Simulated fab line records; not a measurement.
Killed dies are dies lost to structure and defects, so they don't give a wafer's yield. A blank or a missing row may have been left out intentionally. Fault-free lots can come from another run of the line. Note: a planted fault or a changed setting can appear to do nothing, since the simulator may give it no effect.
The tool behind it: which one? ; flow nand harc ; 12 lots, 36 wafers sampled, at 5 steps of a route of 1302

WHAT THE GAUGES READ, wafer by wafer
NHARC_P_BONDPAD_THK_MEAS_20: measures by xrf. Usual: thk nm at 160.9 nm, with a standard deviation of 1.3.
lot;measured;on;thk nm (nm);flag
L651;day 7 00:46;film metro-02;160.8 161.4 160.7;
L652;day 7 00:59;film metro-01;161.1 161.4 163.3;
L655;day 8 05:41;film metro-01;160.3 161.6 161.3;
L656;day 9 00:32;film metro-01;159.4 159.6 161.2;
L657;day 9 02:01;film metro-02;162.2 162.2 160.2;
L658;day 9 14:05;film metro-02;161.0 159.7 159.6;
L659;day 10 00:44;film metro-01;161.1 162.0 161.5;
L660;day 10 10:53;film metro-02;163.3 161.1 163.4;
L661;day 10 19:32;film metro-01;161.5 161.9 160.9;
L663;day 11 12:46;film metro-02;163.6 160.9 159.9;
L668;day 14 01:19;film metro-02;160.7 162.1 163.6;
L673;day 15 23:31;film metro-01;163.0 160.6 163.4;

NHARC_END_SORT_01. Usual: defect limited yield 91.8 %, standard deviation 2.8; killed at array 51, standard deviation 18; killed at other 1.0, standard deviation 1.2; killed at periphery 3.7, standard deviation 2.9; killed dies 55, standard deviation 19; killed open 3.5, standard deviation 1.9; killed short 2.6, standard deviation 1.6; sort_bin_2_pct 2.9 %, standard deviation 1.3; sort_bin_3_pct 0.6 %, standard deviation 0.38; sort_bin_4_pct 4.6 %, standard deviation 1.5; sort n pass 622, standard deviation 19; sort rim yield pct 94 %, standard deviation 3.2; sort yield pct 91.8 %, standard deviation 2.8.
lot;measured;on;defect limited yield (%);killed at array;killed at other;killed at periphery;killed dies;killed open;killed short;sort_bin_2_pct (%);sort_bin_3_pct (%);sort_bin_4_pct (%);sort n pass;sort rim yield pct (%);sort yield pct (%);flag
L651;day 24 18:29;prober-02;96.9 97.0 97.6;19 19 12;1 1 1;1 0 3;21 20 16;3 5 2;2 1 1;1.2 0.6 0.7;0.3 0.1 0.1;1.6 2.2 1.5;656 657 661;98 96 96;96.9 97.0 97.6;
L652;day 24 19:16;prober-01;88.6 90.8 88.8;67 54 69;2 5 3;8 3 4;77 62 76;6 1 1;1 3 4;6.2 3.1 4.4;0.9 0.9 0.3;4.3 5.2 6.5;600 615 601;99 97 94;88.6 90.8 88.8;
L655;day 25 09:26;prober-01;96.6 96.0 96.5;18 26 21;3 0 1;2 1 2;23 27 24;4 9 10;2 2 1;0.9 1.5 1.5;0.1 0.1 0.4;2.4 2.4 1.6;654 650 653;95 96 93;96.6 96.0 96.5;
L656;day 26 06:08;prober-02;90.5 92.0 88.0;60 53 78;0 0 0;4 1 3;64 54 81;5 2 3;3 1 4;3.8 3.8 2.7;0.7 0.4 1.0;4.9 3.7 8.3;613 623 596;90 93 99;90.5 92.0 88.0;
L657;day 26 06:56;prober-01;91.1 91.1 91.6;57 54 55;1 3 1;2 3 1;60 60 57;5 3 4;2 3 2;3.7 2.7 3.4;0.6 0.4 0.3;4.6 5.8 4.7;617 617 620;96 92 98;91.1 91.1 91.6;
L658;day 27 13:31;prober-02;89.5 89.7 89.8;68 68 68;0 0 0;3 2 1;71 70 69;3 5 2;1 3 1;1.9 3.7 5.0;1.6 0.6 0.4;6.9 6.1 4.7;606 607 608;93 93 92;89.5 89.7 89.8;
L659;day 27 05:55;prober-01;91.0 90.3 89.1;60 62 73;0 0 0;1 4 1;61 66 74;3 5 5;4 6 3;4.4 4.0 4.0;0.6 1.2 0.6;4.0 4.6 6.4;616 611 603;95 97 92;91.0 90.3 89.1;
L660;day 28 12:04;prober-01;89.7 90.0 87.6;67 64 81;1 1 1;2 3 2;70 68 84;4 4 2;1 2 4;3.0 3.0 3.7;1.3 1.3 1.0;6.1 5.8 7.7;607 609 593;92 92 97;89.7 90.0 87.6;
L661;day 28 12:04;prober-02;96.9 95.6 96.5;19 29 22;1 0 1;1 1 1;21 30 24;3 3 5;2 3 1;1.0 1.8 0.9;0 0 0;2.1 2.7 2.7;656 647 653;95 98 94;96.9 95.6 96.5;
L663;day 29 10:55;prober-02;86.9 88.0 87.3;83 74 80;0 0 0;6 7 6;89 81 86;4 3 4;5 2 2;5.0 5.0 4.7;0.7 1.0 0.9;7.4 5.9 7.1;588 596 591;96 89 92;86.9 88.0 87.3;
L668;day 31 19:50;prober-01;91.7 92.0 92.3;55 50 49;0 0 0;1 4 3;56 54 52;1 4 0;3 2 0;3.2 2.5 3.7;0.6 1.3 0.6;4.4 4.1 3.4;621 623 625;93 93 96;91.7 92.0 92.3;
L673;day 34 23:04;prober-01;96.0 95.9 97.3;25 27 18;0 0 0;2 1 0;27 28 18;3 3 1;3 4 1;1.2 1.8 0.7;0.1 0.3 0.1;2.7 2.1 1.8;650 649 659;97 95 98;96.0 95.9 97.3;

EACH LOT AND THE TOOL THAT RAN IT (in order: tool; ch and the chambers of the sampled wafers; start)
lot;NHARC_P_BONDPAD_ETCH_24;NHARC_P_BONDPAD_PRE_CLEAN_26;NHARC_P_BONDPAD_ANNEAL_28
L651;rie diel-10 ch 2,3, day 6 22:58;pvd sputter-01, day 7 00:09 or earlier;rtp anneal-01 ch 0, day 7 00:09
L652;rie diel-12 ch 2,3, day 6 23:10;pvd sputter-02, day 7 00:25 or earlier;rtp anneal-02 ch 0, day 7 00:25
L655;rie diel-12 ch 0,2, day 8 03:52;pvd sputter-01, day 8 05:01 or earlier;rtp anneal-01 ch 0, day 8 05:01
L656;rie diel-10 ch 0,2,3, day 8 22:45;pvd sputter-03, day 8 23:55 or earlier;rtp anneal-02 ch 0, day 8 23:55
L657;rie diel-10 ch 2,3, day 9 00:13;pvd sputter-01, day 9 01:27 or earlier;rtp anneal-02 ch 0, day 9 01:27
L658;rie diel-10 ch 1,2,3, day 9 12:18;pvd sputter-02, day 9 13:29 or earlier;rtp anneal-02 ch 0, day 9 13:29
L659;rie diel-02 ch 0,1, day 9 22:55;pvd sputter-03, day 10 00:04 or earlier;rtp anneal-01 ch 0, day 10 00:04
L660;rie diel-10 ch 1,2,3, day 10 09:05;pvd sputter-03, day 10 10:13 or earlier;rtp anneal-01 ch 0, day 10 10:13
L661;rie diel-02 ch 0,1,2, day 10 17:43;pvd sputter-03, day 10 18:52 or earlier;rtp anneal-01 ch 0, day 10 18:52
L663;rie diel-12 ch 1,2,3, day 11 10:58;pvd sputter-03, day 11 12:06 or earlier;rtp anneal-02 ch 0, day 11 12:06
L668;rie diel-12 ch 1,2,3, day 13 23:25;pvd sputter-01, day 14 00:39 or earlier;rtp anneal-02 ch 0, day 14 00:39
L673;rie diel-02 ch 0,3, day 15 21:43;pvd sputter-02, day 15 22:58 or earlier;rtp anneal-01 ch 0, day 15 22:58
- NHARC_P_BONDPAD_ETCH_24: etches the open film in CF4/N2, target depth 30 nm, time 72.99 s.
- NHARC_P_BONDPAD_PRE_CLEAN_26: time 30 s.
- NHARC_P_BONDPAD_ANNEAL_28: time 90 s.

AS READ BY THE TOOLS THEMSELVES (means over the sampled wafers that have a number; for cases with no such wafer, the mark the record gives instead)
NHARC_P_BONDPAD_ETCH_24. Usual: drypump motor current A 5.6 A, standard deviation 0.44; oes product au 0.997 a.u., standard deviation 0.0099; rf vpp V 314.4 V, standard deviation 1.6; showerhead plenum p Torr 2.64 Torr, standard deviation 0.084; throttle valve pct 19.795 %, standard deviation 0.0086.
lot;tool;drypump motor current A (A);oes product au (a.u.);rf vpp V (V);showerhead plenum p Torr (Torr);throttle valve pct (%);flag
L651;rie diel-10;5.1;0.993;315.5;2.67;19.807;
L652;rie diel-12;5.7;1.002;313.5;2.58;19.798;
L655;rie diel-12;6.1;1.003;312.6;2.54;19.789;
L656;rie diel-10;5.5;0.998;314.4;2.63;19.795;
L657;rie diel-10;5.1;0.988;315.0;2.69;19.798;
L658;rie diel-10;5.3;0.990;315.2;2.70;19.802;
L659;rie diel-02;5.0;1.002;314.8;2.66;19.803;
L660;rie diel-10;5.3;0.995;315.9;2.70;19.794;
L661;rie diel-02;5.4;0.989;314.0;2.64;19.806;
L663;rie diel-12;5.6;1.002;313.9;2.65;19.788;
L668;rie diel-12;5.6;0.993;314.2;2.64;19.795;
L673;rie diel-02;4.9;1.006;315.5;2.72;19.800;

NHARC_P_BONDPAD_PRE_CLEAN_26. Usual: heater power w at 412 W, with a standard deviation of 56.
lot;tool;heater power w (W);flag
L651;pvd sputter-01;341;
L652;pvd sputter-02;400;
L655;pvd sputter-01;401;
L656;pvd sputter-03;435;
L657;pvd sputter-01;398;
L658;pvd sputter-02;414;
L659;pvd sputter-03;422;
L660;pvd sputter-03;453;
L661;pvd sputter-03;429;
L663;pvd sputter-03;434;
L668;pvd sputter-01;410;
L673;pvd sputter-02;423;

NHARC_P_BONDPAD_ANNEAL_28. Usual: wafer_temp_C_max at 225.9, with a standard deviation of 0.38.
lot;tool;wafer_temp_C_max;flag
L651;rtp anneal-01;225.9;
L652;rtp anneal-02;225.4;
L655;rtp anneal-01;226.3;
L656;rtp anneal-02;225.5;
L657;rtp anneal-02;225.7;
L658;rtp anneal-02;225.6;
L659;rtp anneal-01;226.3;
L660;rtp anneal-01;226.0;
L661;rtp anneal-01;225.9;
L663;rtp anneal-02;225.7;
L668;rtp anneal-02;225.6;
L673;rtp anneal-01;226.5;

THE ANSWER, worked out from the rows above alone
Rule: a lot counts as off when the mean over its wafers that have a number is more than 3 standard deviations away from the usual mean. Also off: a lot with no number at a reading for which 4 or more lots have one. Where the step has rows for the other lots, those lots are counted as sound. After the gauges, taken in route order, come the tools' own readings; for these a lot's mean is taken, as printed above. The first step at which some lot is off is used, and at that step the reading that is off furthest; a lot without a number counts as furthest.
No lot is off at any reading shown: from this, nothing can be told.

WHAT THE SIMULATOR HAD INSERTED
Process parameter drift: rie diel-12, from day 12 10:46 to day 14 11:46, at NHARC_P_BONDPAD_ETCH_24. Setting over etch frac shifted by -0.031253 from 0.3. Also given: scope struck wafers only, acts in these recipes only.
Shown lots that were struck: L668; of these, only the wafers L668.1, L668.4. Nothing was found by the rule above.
